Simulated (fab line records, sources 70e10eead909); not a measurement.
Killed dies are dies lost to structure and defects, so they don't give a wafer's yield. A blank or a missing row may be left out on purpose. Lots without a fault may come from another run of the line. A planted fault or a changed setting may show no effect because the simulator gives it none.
Tool commonality check | flow nand_harc | 5 lots, 15 wafers sampled

WHY IT WAS OPENED
At NHARC_END_SORT_01 the reading killed_at_periphery is flagged on 2 of 5 lots. Wafers without a fault read 4.1, standard deviation 2.4.
Rule: a lot is flagged when every wafer of it that has a number lies more than 4 standard deviations from that mean, or none has a number. The other lots count as sound.

lot  | measured     | on        | killed_at_periphery, wafer by wafer | flag
L373 | day 25 08:20 | prober-01 | 637 633 636                         | FLAGGED
L374 | day 26 07:54 | prober-02 | 625 633 623                         | FLAGGED
L383 | day 30 01:54 | prober-01 | 4 5 4                               |
L386 | day 30 18:16 | prober-01 | 1 1 2                               |
L384 | day 30 19:53 | prober-02 | 5 4 4                               |
The numbers of the flagged lots are 631.2 on average: +627.1 against the usual, or +99 or more standard deviations.

WHICH TOOL RAN EACH LOT
The record holds 2 process steps before the reading, out of a route of 1302 steps. In each cell: the tool, then ch and the chambers that the sampled wafers went through, then the start.
lot  | flag    | NHARC_P_GATE_ETCH_104              | NHARC_P_GATE_STRIP_111
L373 | FLAGGED | rie_diel-02 ch 0,1,3, day 6 11:12  | plasma_asher-02 ch 0,1, day 6 23:41
L374 | FLAGGED | rie_diel-12 ch 0,1,3, day 6 19:58  | plasma_asher-01 ch 1, day 7 07:59
L383 |         | rie_diel-09 ch 1,2,3, day 11 03:01 | plasma_asher-01 ch 0,1, day 11 15:41
L386 |         | rie_diel-02 ch 1,3, day 11 18:17   | plasma_asher-02 ch 0,1, day 12 06:32
L384 |         | rie_diel-02 ch 0,1, day 11 02:50   | plasma_asher-01 ch 0,1, day 11 15:17
What these steps do:
- NHARC_P_GATE_ETCH_104: etches the open film in CF4/CHF3, target depth 60 nm.
- NHARC_P_GATE_STRIP_111: strips in N2/H2, time 250 s.
- NHARC_END_SORT_01

FLAGGED OVER TOTAL, TOOL BY TOOL (the gauges that took the reading come last)
step                   | tool            | lots run | flagged | share of the flagged lots | sound lots run after its first flagged lot
NHARC_P_GATE_ETCH_104  | rie_diel-02     | 3        | 1       | some                      | 2 (L384,L386)
NHARC_P_GATE_ETCH_104  | rie_diel-09     | 1        | 0       | none                      | -
NHARC_P_GATE_ETCH_104  | rie_diel-12     | 1        | 1       | some                      | 0
NHARC_P_GATE_STRIP_111 | plasma_asher-01 | 3        | 1       | some                      | 2 (L384,L383)
NHARC_P_GATE_STRIP_111 | plasma_asher-02 | 2        | 1       | some                      | 1 (L386)
NHARC_END_SORT_01      | prober-01       | 3        | 1       | some                      | 2 (L383,L386)
NHARC_END_SORT_01      | prober-02       | 2        | 1       | some                      | 1 (L384)

WHAT THE TABLE ALLOWS
No row of the table ran every flagged lot.

WHAT THE SIMULATOR HAD PUT IN
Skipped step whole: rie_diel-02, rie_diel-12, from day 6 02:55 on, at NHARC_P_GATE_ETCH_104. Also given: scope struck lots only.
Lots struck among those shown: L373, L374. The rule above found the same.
